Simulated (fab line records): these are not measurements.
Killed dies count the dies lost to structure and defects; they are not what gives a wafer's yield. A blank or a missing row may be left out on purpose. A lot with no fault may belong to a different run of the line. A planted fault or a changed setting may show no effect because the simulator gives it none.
fab line records    flow n5_finfet
record lots=7  wafers=21
route steps=1938 shown BEOL_M14@1770 BEOL_M15@1779 PAD_METAL@1895
start_h: start of the lot's first displayed wafer, in hours after the record's first day    wait_h: time in hours since the lot's previous step    " same as the row above    L1.1+2: one row covering several wafers at once    - no value present, or no start provided    * or withheld: withheld    < > ~ a bound
route shown NAME@n: names a module that has steps shown in the file, with the first one's number in the route    usual: the fault-free wafers' mean and standard deviation    same: alike in all rows    chamber/n: place in a boat    sites: each site's reading    _std_site: standard deviation of those values    _edge_site: outer sites' mean less inner sites'    radius_mm: for every site, how far away it sits from the centre of the wafer    mask NAME#n: copy n    behind: the tool/chamber that last shaped the wafer    hold: reason for holding the lot/hours on hold/outcome of the hold    device: which transistor (n, p or np) failed to switch    end of line: tests run on the same wafers once the route is complete    a step given without rows: its recipe and nothing more    killed: at the first sort, the dies lost to defects and structure; wafer yield is something else    map: dies across one wafer; x = killed, . = not, _ = none there
set.NAME: the setting that was run; set.NAME@STEP: the one run at that earlier step    model.NAME: the simulator's own value behind a step, which no gauge read
lots whose settings were changed on purpose; a table a step, a row a wafer
## steps
# step N5_BEOL_M14_DEP_53
# recipe material=SiCN  target_thk_a=500  temp_c=withheld  precursor=3MS/NH3  pressure_torr=3  rf_w=675  time_s=17.8
lot.wafer  tool      chamber  start_h  wait_h  set.time_s  model.SiCN_of_BEOL_M14_DEP_53.thk_nm
L074.2     pecvd-01  0        247.64   0.0     17.8        49
L074.3     "         0        "        "       17.8        50.2
L074.4     "         1        "        "       17.8        50.6
L076.1     pecvd-01  1        258.49   0.0     17.8        49.8
L076.2     "         0        "        "       18.74       51.8
L076.4     "         1        "        "       18.74       53.2
L081.1     pecvd-02  2        303.77   0.0     17.8        50.4
L081.2     "         0        "        "       17.8        50.8
L081.4     "         0        "        "       17.8        51.2
L083.3     pecvd-01  2        335.20   0.0     17.8        49.8
L083.4     "         1        "        "       17.8        50.6
L083.6     "         0        "        "       17.8        50.2
L086.2     pecvd-03  2        340.72   0.0     17.8        49.8
L086.4     "         2        "        "       20.42       57.8
L086.5     "         2        "        "       20.42       58
L088.1     pecvd-01  2        347.03   0.0     17.8        50.4
L088.3     "         0        "        "       18.98       53.6
L088.4     "         0        "        "       18.98       53.8
L090.2     pecvd-02  1        375.62   0.0     17.8        49.4
L090.3     "         2        "        "       17.8        48.6
L090.5     "         2        "        "       17.8        49.8
# step N5_BEOL_M15_EXPOSE_07
# recipe mask_id=V14  na=0.8  source_shape=annular  sigma_inner=0.5  sigma_outer=0.8  polarization=unpolarized  attpsm_phase_deg=180  dose_mj=41.25
lot.wafer   tool            chamber  start_h  wait_h  mask   set.dose_mj
L074.2      krf_scanner-02  0        248.30   -       V14#0  42.93
L074.3+4    "               0        "        "       V14#0  41.25
L076.1+4    krf_scanner-01  0        259.25   -       V14#0  40.35
L076.2      "               0        "        "       V14#0  41.25
L081.1+2+4  krf_scanner-02  0        304.28   -       V14#0  41.25
L083.3+4+6  krf_scanner-02  0        335.73   -       V14#0  41.25
L086.2+4    krf_scanner-01  0        341.61   -       V14#0  41.25
L086.5      "               0        "        "       V14#0  39.88
L088.1+3+4  krf_scanner-02  0        347.54   -       V14#0  43.06
L090.2+3+5  krf_scanner-02  0        376.24   -       V14#0  41.25
# step N5_BEOL_M15_PEB_08
# recipe peb_temp_c=130  peb_time_s=90
# step N5_BEOL_M15_DEVELOP_09
# recipe develop_time_s=45  rinse_liquid=diw  dry=air_spin  dev_temp_c=21
# step N5_BEOL_M15_HARDBAKE_14
# recipe temp_c=130  time_s=120
# step N5_BEOL_M15_CD_MEAS_10
# recipe target_cd_nm=360  landing_energy_ev=500  detector=se_inlens  polarity=opening
# usual cd_nm=359.9/1.3
lot.wafer  tool       chamber  start_h  wait_h  set.dose_mj@BEOL_M15_EXPOSE_07  cd_nm
L074.2     cd_sem-01  0        248.47   -       42.93                           367.6
L074.3     "          0        "        "       41.25                           361.0
L074.4     "          0        "        "       41.25                           360.4
L076.1     cd_sem-03  0        259.42   -       40.35                           356.3
L076.2     "          0        "        "       41.25                           360.5
L076.4     "          0        "        "       40.35                           356.6
L081.1     cd_sem-01  0        304.45   -       41.25                           360.1
L081.2     "          0        "        "       41.25                           359.8
L081.4     "          0        "        "       41.25                           361.1
L083.3     cd_sem-01  0        335.89   -       41.25                           361.9
L083.4     "          0        "        "       41.25                           363.3
L083.6     "          0        "        "       41.25                           362.1
L086.2     cd_sem-03  0        341.78   -       41.25                           360.8
L086.4     "          0        "        "       41.25                           360.8
L086.5     "          0        "        "       39.88                           354.1
L088.1     cd_sem-01  0        347.72   -       43.06                           368.2
L088.3     "          0        "        "       43.06                           367.4
L088.4     "          0        "        "       43.06                           367.6
L090.2     cd_sem-03  0        376.41   -       41.25                           358.0
L090.3     "          0        "        "       41.25                           359.1
L090.5     "          0        "        "       41.25                           359.8
# step N5_BEOL_M15_STRIP_65
# recipe chemistry=post_etch_residue_remover  time_s=60  temp_c=25  remover_ph=withheld  remover_water_wt_pct=withheld  remover_fluoride_wt_pct=withheld
# step N5_BEOL_M15_SRD_66
# recipe time_s=30  temp_c=23  rinse_liquid=diw  dry=n2_spin  spin_rpm=1500  dry_time_s=30
# step N5_BEOL_M15_CD_MEAS_17
# recipe target_cd_nm=360  polarity=opening
# usual cd_nm=361.0/1.6
lot.wafer  tool       chamber  start_h  wait_h  set.dose_mj@BEOL_M15_EXPOSE_07  cd_nm
L074.2     cd_sem-02  -        249.05   0.0     42.93                           368.9
L074.3     "          -        "        "       41.25                           360.4
L074.4     "          -        "        "       41.25                           361.5
L076.1     cd_sem-03  -        260.00   0.0     40.35                           358.9
L076.2     "          -        "        "       41.25                           362.4
L076.4     "          -        "        "       40.35                           357.9
L081.1     cd_sem-02  -        305.04   0.0     41.25                           361.8
L081.2     "          -        "        "       41.25                           361.0
L081.4     "          -        "        "       41.25                           361.5
L083.3     cd_sem-02  -        336.48   0.0     41.25                           363.1
L083.4     "          -        "        "       41.25                           364.3
L083.6     "          -        "        "       41.25                           363.9
L086.2     cd_sem-02  -        342.36   0.0     41.25                           363.6
L086.4     "          -        "        "       41.25                           363.9
L086.5     "          -        "        "       39.88                           353.8
L088.1     cd_sem-01  -        348.75   0.0     43.06                           370.2
L088.3     "          -        "        "       43.06                           369.8
L088.4     "          -        "        "       43.06                           369.6
L090.2     cd_sem-03  -        377.01   0.0     41.25                           359.4
L090.3     "          -        "        "       41.25                           359.8
L090.5     "          -        "        "       41.25                           361.1
# step N5_BEOL_M15_SPUTTER_44
# recipe material=Ta  target_thk_a=150  temp_c=50  bias_v=80  power_w=15000  chamber_pressure_pa=0.07  time_s=24.19
lot.wafer   tool            chamber  start_h  wait_h  set.power_w  model.Ta_of_BEOL_M15_SPUTTER_44.thk_nm
L074.2      pvd_sputter-02  -        256.18   0.0     15000        14.8
L074.3      "               -        "        "       16030        16
L074.4      "               -        "        "       15000        15
L076.1+2    pvd_sputter-03  -        264.87   0.0     15000        14.8
L076.4      "               -        "        "       16920        16.8
L081.1+2+4  pvd_sputter-01  -        311.89   0.0     15000        15
L083.3      pvd_sputter-01  -        339.06   0.0     15000        15
L083.4      "               -        "        "       16390        16.2
L083.6      "               -        "        "       15000        14.8
L086.2      pvd_sputter-01  -        345.26   0.0     17000        16.8
L086.4      "               -        "        "       15000        14.8
L086.5      "               -        "        "       17000        17
L088.1      pvd_sputter-02  -        353.20   0.0     15000        14.8
L088.3+4    "               -        "        "       15000        15
L090.2+3    pvd_sputter-02  -        380.85   0.0     14080        14.2
L090.5      "               -        "        "       15000        15
# step N5_BEOL_M15_DEP_53
# recipe material=SiCN  target_thk_a=500  temp_c=withheld  precursor=3MS/NH3  pressure_torr=3  rf_w=675  time_s=17.8
lot.wafer  tool      chamber  start_h  wait_h  set.time_s  model.SiCN_of_BEOL_M15_DEP_53.thk_nm
L074.2+3   pecvd-04  1,0      257.29   0.0     15.61       44.4
L074.4     "         0        "        "       17.8        50.4
L076.1     pecvd-04  2        265.96   0.0     17.8        49
L076.2     "         1        "        "       17.8        49.2
L076.4     "         2        "        "       15.51       44.2
L081.1+2   pecvd-03  0,2      312.99   0.0     17.8        49.4
L081.4     "         2        "        "       17.8        50
L083.3     pecvd-01  0        340.32   0.0     17.8        49.8
L083.4     "         0        "        "       15.88       45.2
L083.6     "         2        "        "       15.88       44.8
L086.2     pecvd-03  0        346.36   0.0     17.07       47.4
L086.4     "         0        "        "       17.8        50.8
L086.5     "         2        "        "       17.8        50.4
L088.1     pecvd-04  0        354.31   0.0     19.92       55.4
L088.3     "         2        "        "       19.92       55
L088.4     "         1        "        "       17.8        50.2
L090.2     pecvd-01  1        382.26   0.0     17.8        50.4
L090.3     "         0        "        "       17.8        50
L090.5     "         2        "        "       17.8        50.8
# step N5_PASSIVATION_SPUTTER_20
# recipe material=TaN  target_thk_a=500  temp_c=25  chamber_pressure_pa=0.4
lot.wafer   tool            chamber  start_h  wait_h  set.target_thk_a  model.TaN_of_PASSIVATION_SPUTTER_20.thk_nm
L074.2+3    pvd_sputter-03  -        266.03   0.0     500               50.4
L074.4      "               -        "        "       531.8             53.2
L076.1      pvd_sputter-03  -        274.41   0.0     482.1             47.8
L076.2      "               -        "        "       482.1             48.2
L076.4      "               -        "        "       500               49.8
L081.1+4    pvd_sputter-01  -        319.06   0.0     500               49.6
L081.2      "               -        "        "       500               49.8
L083.3      pvd_sputter-02  -        350.48   0.0     500               49.2
L083.4      "               -        "        "       500               49.4
L083.6      "               -        "        "       500               49
L086.2+4+5  pvd_sputter-01  -        353.99   0.0     500               49.6
L088.1      pvd_sputter-02  -        366.28   0.0     453.7             45.4
L088.3      "               -        "        "       500               50.2
L088.4      "               -        "        "       453.7             45.6
L090.2+5    pvd_sputter-03  -        393.47   0.0     500               50.6
L090.3      "               -        "        "       472.9             48
## key
split step=N5_BEOL_M14_DEP_53  setting=time_s  stated=17.8  by=wafer
response step=N5_BEOL_M14_DEP_53  reading=model.SiCN_of_BEOL_M14_DEP_53.thk_nm  change=+0.539  per=1%  r=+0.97
split step=N5_BEOL_M15_EXPOSE_07  setting=dose_mj  stated=41.25  by=wafer
response step=N5_BEOL_M15_CD_MEAS_10  reading=cd_nm  change=+1.82  per=1%  r=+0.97
response step=N5_BEOL_M15_CD_MEAS_17  reading=cd_nm  change=+2.29  per=1%  r=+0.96
split step=N5_BEOL_M15_SPUTTER_44  setting=power_w  stated=15000  by=wafer
response step=N5_BEOL_M15_SPUTTER_44  reading=model.Ta_of_BEOL_M15_SPUTTER_44.thk_nm  change=+0.152  per=1%  r=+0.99
split step=N5_BEOL_M15_DEP_53  setting=time_s  stated=17.8  by=wafer
response step=N5_BEOL_M15_DEP_53  reading=model.SiCN_of_BEOL_M15_DEP_53.thk_nm  change=+0.441  per=1%  r=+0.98
split step=N5_PASSIVATION_SPUTTER_20  setting=target_thk_a  stated=500  by=wafer
response step=N5_PASSIVATION_SPUTTER_20  reading=model.TaN_of_PASSIVATION_SPUTTER_20.thk_nm  change=+0.486  per=1%  r=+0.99
